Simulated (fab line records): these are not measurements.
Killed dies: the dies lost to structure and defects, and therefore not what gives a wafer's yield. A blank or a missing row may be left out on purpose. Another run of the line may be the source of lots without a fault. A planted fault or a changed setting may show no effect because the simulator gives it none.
fab line records -- flow n5-finfet
[record] lots = 7, wafers = 39
route steps=1938 shown PASSIVATION@1930
start-h: start of the lot's first displayed wafer, in hours after the record's first day -- wait-h: hours from the lot's prior step to this one -- " as in the row above -- L1.1+2: a row that stands for several wafers -- - either no value or no given start -- * or withheld: withheld -- < > ~ a bound
route shown NAME@n: a module of which the file shows steps, and the number in the route of the first -- usual: mean and standard deviation over wafers with no fault -- same: alike in all rows -- chamber/n: place in a boat -- sites: the reading at each site -- _std_site: the standard deviation of these -- _edge_site: inner sites' mean taken away from outer sites' mean -- radius-mm: for every site, how far away it sits from the centre of the wafer -- mask NAME#n: copy n -- behind: tool/chamber where the wafer was last shaped -- hold: cause of the lot's hold/its duration in hours/its outcome -- device: the n, p or np transistor that did not switch -- end of line: tests of these same wafers at the route's end -- a step with no rows: only its recipe -- killed: dies that structure and defects cost at the first sort, which is not the same as the wafer's yield -- map: per-die view of a wafer (x killed, . not killed, _ where there is no die)
set.NAME: the setting as run; set.NAME@STEP: as run at that earlier step -- model.NAME: the simulator's own value behind a step, which no gauge read
lots whose settings were changed on purpose; a table a step, a row a wafer
[[steps]]
[step N5_PASSIVATION_ETCH_54]
[recipe] chemistry = CHF3/O2, target = SiO2, target-depth-a = 8800, CHF3_flow_sccm = 50, O2_flow_sccm = 5, Ar_flow_sccm = 200, time-s = 440, mask-material = PR, pressure-mtorr = 30, source-w = 650, bias-w = 170, ion-energy-ev = 200
lot.wafer,tool,chamber,start-h,wait-h,set.time-s,model.etch.depth-nm,model.PASSIVATION.feature-depth-nm
L077.1,rie-diel-02,0,296.10,0.1,440,875.2,875.2
L077.2,rie-diel-02,3,296.10,0.1,440,867.6,867.6
L077.3,rie-diel-02,1,296.10,0.1,440,870.8,870.8
L077.4,rie-diel-02,2,296.10,0.1,440,895.3,895.4
L077.5,rie-diel-02,0,296.10,0.1,440,883,883
L077.6,rie-diel-02,1,296.10,0.1,440,868.8,868.8
L076.1,rie-diel-01,3,303.24,0.1,622.5,1245,1245
L076.2,rie-diel-01,0,303.24,0.1,440,884.1,884.2
L076.3,rie-diel-01,2,303.24,0.1,440,875.9,876
L076.4,rie-diel-01,1,303.24,0.1,440,852.6,852.6
L076.5,rie-diel-01,3,303.24,0.1,622.5,1241,1241
L076.6,rie-diel-01,2,303.24,0.1,622.5,1242,1242
L085.1,rie-diel-06,3,356.36,0.1,702.1,1451,1451
L085.2,rie-diel-06,1,356.36,0.1,440,874.5,874.4
L085.3,rie-diel-06,2,356.36,0.1,702.1,1393,1393
L085.4,rie-diel-06,0,356.36,0.1,440,893.9,894
L085.5,rie-diel-06,0,356.36,0.1,702.1,1435,1435
L085.6,rie-diel-06,3,356.36,0.1,440,897.9,897.8
L086.1,rie-diel-01,0,361.75,0.1,440,892.3,892.2
L086.2,rie-diel-01,1,361.75,0.1,623.9,1217,1217
L086.3,rie-diel-01,2,361.75,0.1,623.9,1250,1250
L086.4,rie-diel-01,3,361.75,0.1,623.9,1271,1271
L086.5,rie-diel-01,2,361.75,0.1,440,889.3,889.2
L086.6,rie-diel-01,1,361.75,0.1,440,859.3,859.4
L090.1,rie-diel-02,2,373.45,0.1,440,893.6,893.6
L090.2,rie-diel-02,3,373.45,0.1,266.1,525.4,525.4
L090.3,rie-diel-02,0,373.45,0.1,266.1,532.8,532.8
L090.4,rie-diel-02,2,373.45,0.1,440,884.5,884.6
L090.5,rie-diel-02,3,373.45,0.1,266.1,526.1,526.2
L090.6,rie-diel-02,0,373.45,0.1,440,872.9,873
L091.2,rie-diel-06,1,382.52,0.1,440,875.2,875.2
L091.4,rie-diel-06,0,382.52,0.1,440,896.5,896.6
L091.5,rie-diel-06,1,382.52,0.1,440,872.9,873
L093.1+3,rie-diel-01,"3,0",387.65,0.1,440,886.1,886.2
L093.2,rie-diel-01,2,387.65,0.1,614.7,1243,1243
L093.4,rie-diel-01,1,387.65,0.1,614.7,1218,1218
L093.5,rie-diel-01,2,387.65,0.1,614.7,1242,1242
L093.6,rie-diel-01,3,387.65,0.1,440,897.4,897.4
[[key]]
[split] step = N5_PASSIVATION_ETCH_54, setting = time-s, stated = 440, by = wafer
[response] step = N5_PASSIVATION_ETCH_54, reading = model.etch.depth-nm, change = +8.91, per = 1%, r = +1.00
[response] step = N5_PASSIVATION_ETCH_54, reading = model.PASSIVATION.feature-depth-nm, change = +8.91, per = 1%, r = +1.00
